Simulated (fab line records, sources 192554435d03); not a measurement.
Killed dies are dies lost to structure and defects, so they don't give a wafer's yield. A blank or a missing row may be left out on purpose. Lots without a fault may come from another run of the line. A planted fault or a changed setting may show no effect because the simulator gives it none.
Split-lot experiment | flow n5_finfet | 7 lots, 21 wafers read, on a route of 1938 steps

THE SPLIT
At N5_DUMMY_GATE_ETCH_31 (etches SiO2 in C4F6/O2, target depth 82.5 nm, time 27.5 s), the setting target_depth_a was moved away from the recipe's 825 angstrom on 7 of the 21 wafers read, by -6.4% to +10.3%. The other wafers ran this setting at the recipe's value.

The reading is taken at the split's own step.

THE READING
etch.depth_nm (the simulator's own value, which no gauge read), in nm, at N5_DUMMY_GATE_ETCH_31 (etches SiO2 in C4F6/O2, target depth 82.5 nm, time 27.5 s). The file gives no usual value for it. The 14 wafers here that ran the recipe average 82.22 nm, standard deviation 1.9 nm.

wafer  | tool, chamber at the split | target_depth_a as run, angstrom | against the recipe | etch.depth_nm, nm | against lot-mates on the recipe
L077.1 | rie_diel-03, 1             | 825                             | recipe             | 80.81             | -
L077.2 | rie_diel-03, 2             | 825                             | recipe             | 81.6              | -
L077.4 | rie_diel-03, 3             | 889.7                           | +7.8%              | 85.67             | +4.47
L078.2 | rie_diel-02, 3             | 825                             | recipe             | 79.31             | -
L078.4 | rie_diel-02, 0             | 771.9                           | -6.4%              | 77.93             | -3.60
L078.5 | rie_diel-02, 1             | 825                             | recipe             | 83.76             | -
L080.1 | rie_diel-04, 3             | 825                             | recipe             | 81.92             | -
L080.2 | rie_diel-04, 1             | 825                             | recipe             | 84.29             | -
L080.5 | rie_diel-04, 1             | 825                             | recipe             | 84.25             | -
L090.2 | rie_diel-04, 0             | 780.4                           | -5.4%              | 77.88             | -5.93
L090.3 | rie_diel-04, 2             | 780.4                           | -5.4%              | 75.98             | -7.83
L090.5 | rie_diel-04, 1             | 825                             | recipe             | 83.81             | -
L092.3 | rie_diel-03, 3             | 825                             | recipe             | 79.8              | -
L092.4 | rie_diel-03, 2             | 825                             | recipe             | 80.04             | -
L092.6 | rie_diel-03, 3             | 825                             | recipe             | 79.59             | -
L096.3 | rie_diel-04, 2             | 910.2                           | +10.3%             | 90.36             | +6.22
L096.4 | rie_diel-04, 1             | 825                             | recipe             | 84.06             | -
L096.6 | rie_diel-04, 1             | 825                             | recipe             | 84.22             | -
L097.1 | rie_diel-02, 1             | 851.4                           | +3.2%              | 86.22             | +2.56
L097.2 | rie_diel-02, 3             | 851.4                           | +3.2%              | 85.61             | +1.95
L097.5 | rie_diel-02, 0             | 825                             | recipe             | 83.66             | -

THE FIT
A straight line over all 21 wafers: etch.depth_nm changes by +0.763 nm for each +1% of target_depth_a; r = +0.85; the points scatter about the line by 1.9 nm.
The same after taking each lot's own level away (the mean of its wafers on the recipe; 21 wafers): +0.741 nm for each +1%; r = +0.90; scatter 1.4 nm.
On that fit, the largest move of target_depth_a shifts the reading by 7.7 nm.
The lots' own levels span 79.810 to 84.140 nm, that is 2.3 times the standard deviation above.
So the lot-to-lot level changes the slope little: the two slopes agree.
Check: with one of the wafers moved furthest among these (+10.3%) left out of the fit, the line predicts +8 nm for it against its lot-mates. It came out at +6.22 nm against them.

OTHER SPLITS ON THESE WAFERS
These wafers also went through other splits before the reading. Each is held against what the fit with the lots' levels taken away leaves over:
other split on the same wafers | wafers away from the commonest value | r with etch.depth_nm (lot level and that fit taken away)
N5_FIN_SAQP_PECVD_06 time_s    | 7                                    | -0.04
N5_FIN_SAQP_HM_DEP_72 time_s   | 8                                    | -0.56
N5_FIN_CUT_CUT_ETCH_15 time_s  | 8                                    | +0.25

THE FILE'S OWN FIT
etch.depth_nm changes by +0.67 nm for each +1% of target_depth_a, r = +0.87.
